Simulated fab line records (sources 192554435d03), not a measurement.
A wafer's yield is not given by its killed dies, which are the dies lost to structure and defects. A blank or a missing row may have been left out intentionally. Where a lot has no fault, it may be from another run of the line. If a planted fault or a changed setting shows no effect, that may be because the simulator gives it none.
Chamber matching -- flow n5_finfet -- N5_MOL_CONTACT_COAG_ETCH_89 on rie_diel-02 has 4 sister chambers
The step etches underlayer in N2/H2, target depth 13 nm, time 10.4 s. 14 wafers are shown with their chamber, then 7 later ones without.

EACH WAFER AND ITS CHAMBER
wafer,chamber,drypump_motor_current_A (A),showerhead_plenum_p_Torr (Torr),etch_rf_on_time_s (s)
L074.2,1,6.2,2.72,10.84
L074.4,2,5.7,2.62,10.57
L074.5,1,6.2,2.72,10.81
L075.1,0,6.5,2.60,10.93
L075.4,2,5.7,2.62,10.63
L075.6,1,6.2,2.72,11.02
L076.2,1,6.1,2.72,10.79
L076.4,3,5.2,2.60,10.34
L076.6,1,6.2,2.72,10.69
L083.1,1,6.2,2.71,10.93
L083.3,0,6.5,2.60,10.86
L083.4,2,5.7,2.61,10.51
L089.2,1,6.2,2.70,11.18
L089.4,3,5.2,2.59,10.02

SIGNATURES (means of the wafers above)
reading,chamber 0,chamber 1,chamber 2,chamber 3,scatter within a chamber
drypump_motor_current_A,6.500,6.186,5.700,5.200,0.0293
showerhead_plenum_p_Torr,2.6000,2.7157,2.6167,2.5950,0.00699
etch_rf_on_time_s,10.8950,10.8943,10.5700,10.1800,0.149
Rule: a wafer lies at a distance from a chamber equal to the root of the sum of squares, over the readings, of (its reading less the chamber's mean, divided by the reading's scatter). If the next closest chamber is less than 2 further off than the closest, the wafer can't be placed; otherwise it belongs to the closest. The scatter: take each reading less its chamber's mean, square it, sum over the shown wafers, divide by the number of wafers less the number of chambers, and take the root.

WAFERS WITHOUT THEIR CHAMBER
wafer,drypump_motor_current_A (A),showerhead_plenum_p_Torr (Torr),etch_rf_on_time_s (s)
L089.5,6.5,2.59,10.93
L091.2,5.2,2.59,10.00
L091.4,6.5,2.59,10.87
L091.5,6.5,2.59,10.83
L092.2,6.6,2.59,10.87
L092.3,5.2,2.59,9.94
L092.4,5.7,2.60,10.09

EACH ONE'S CHAMBER
wafer,from the rows above,in truth
L089.5,0,0
L091.2,3,3
L091.4,0,0
L091.5,0,0
L092.2,0,0
L092.3,3,3
L092.4,2,2
Placed correctly: 7 of 7. Left unplaced by these rows: 0. 0 placed wrongly.
